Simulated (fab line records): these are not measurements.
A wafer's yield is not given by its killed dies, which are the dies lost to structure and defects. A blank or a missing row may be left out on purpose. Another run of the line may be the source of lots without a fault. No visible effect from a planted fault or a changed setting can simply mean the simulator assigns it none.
A struck lot beside a sound one ; flow n5-finfet ; 16 steps out of a route of 1938
Sound: the wafers L172.1, L172.3, L172.4. Wafers struck: L180.4, L180.5, L180.6. At the end, the cause is stated.
Order at every step that has rows: each side's tool, ch and its chambers, its first start. Under that, the readings that differ: sound wafers ; struck wafers ; difference of the means ; sigmas: that difference in standard deviations of wafers without a fault.
alike: words and numbers the same on both sides, and readings whose means are apart by under 2 such deviations; not compared: readings that were withheld, readings missing a value for some wafer, numbers with overlapping values and no deviation given by the record, and bounds like >300 which may hide the same value.
The two part at a step that has a row with sigmas, a row that says differs or no value, or rows on one side only. Non-overlapping numbers with no deviation appear without sigmas and do not part them. A reading that every wafer of one side lacks parts them only if that side has two wafers or more.

first, 9 steps without rows for these wafers: N5_BEOL_M2_COAT_68 (time 60 s, resist thk 12 nm); N5_BEOL_M2_COAT_76 (time 60 s, resist thk 5 nm); N5_BEOL_M2_COAT_22 (resist thk 30 nm); N5_BEOL_M2_EBR_24; N5_BEOL_M2_SOFTBAKE_23 (time 60 s); N5_BEOL_M2_EXPOSE_25 (exposes mask V1, defocus 5 nm); N5_BEOL_M2_PEB_26 (peb time 60 s); N5_BEOL_M2_DEVELOP_27 (develop time 30 s); N5_BEOL_M2_DESCUM_33 (chemistry O2, time 7 s).
N5_BEOL_M2_ETCH_77: etches underlayer in N2/H2, target depth 6.5 nm, time 5.2 s.
  sound on rie-diel-05 ch 0,2,3, day 7 08:12; struck on rie-diel-05 ch 1,2,3, day 9 10:26
  no value came back on the struck wafers for any of 10 readings (bias-w (W), chamber-pressure-mTorr (mTorr) and others); on the sound wafers bias-w (W) reads 150.4 150.3 149.5
reading;sound;struck;difference;sigmas
model.CAR-EUV_of_BEOL_M2_COAT_22.thk-nm (nm);20.2 20.4 20.4;26 26 26;+6;
then, 2 steps without rows for these wafers: N5_BEOL_M2_ETCH_69 (etches SiARC in CF4, target depth 15.6 nm, time 26 s); N5_BEOL_M2_ALD_98 (deposits SiO2, target thk 2.5 nm, pulse time 1 s, co reactant pulse time 1 s).
N5_BEOL_M2_ETCHBACK_99: etches SiO2 in CHF3, target depth 5 nm, time 10.4 s.
  sound on rie-diel-05 ch 0,2,3, day 7 20:07; struck on rie-diel-04 ch 0,1,3, day 9 18:44
reading;sound;struck;difference;sigmas
model.CAR-EUV_of_BEOL_M2_COAT_22.thk-nm (nm);10.4 10.4 10.4;16 16.2 16.2;+6;
  alike: drypump-motor-current-A, oes-product-au, rf-fwd-power-W, rf-vpp-V, showerhead-plenum-p-Torr, throttle-valve-pct
  not compared: rf-hours-counter-h
then, 1 step without rows for these wafers: N5_BEOL_M2_ETCH_70 (etches SOC in N2/H2, target depth 80 nm, overetch 24 nm, time 130 s).
N5_BEOL_M4_RC_MEAS_101:
  sound on prober-02 ch 0, day 9 03:03; struck on prober-01 ch 0, day 11 02:34
  alike: DIBL_N, DIBL_P, IOFF_N, IOFF_P, ION_N, ION_P, SS_N, SS_P, VT_N, VT_P
-- a jump in the record: the struck wafers' starts before and after are 5 days apart (it breaks off in module BEOL_M4 and resumes in module PASSIVATION, where the first step shown is number 1936 of the route) --
N5_PASSIVATION_PROBE_49:
  sound on prober-02 at day 13 11:26; struck on prober-02 at day 15 19:05
  alike: defect-limited-yield, killed_at_M0_to_M3, killed_at_M4_up, killed-at-contacts, killed-at-front-end, killed-at-other, killed-dies, killed-open, killed-short, sort_bin_5_function, sort_bin_6_memory, sort_bin_8_speed, sort-n-pass, sort-yield-pct

WHERE THEY PART
At N5_BEOL_M2_ETCH_77 and nowhere else, as far as this record goes. Later steps at which nothing parts them and some readings are alike: N5_BEOL_M2_ETCHBACK_99, N5_BEOL_M4_RC_MEAS_101, N5_PASSIVATION_PROBE_49.

WHY: the cause the simulator had injected
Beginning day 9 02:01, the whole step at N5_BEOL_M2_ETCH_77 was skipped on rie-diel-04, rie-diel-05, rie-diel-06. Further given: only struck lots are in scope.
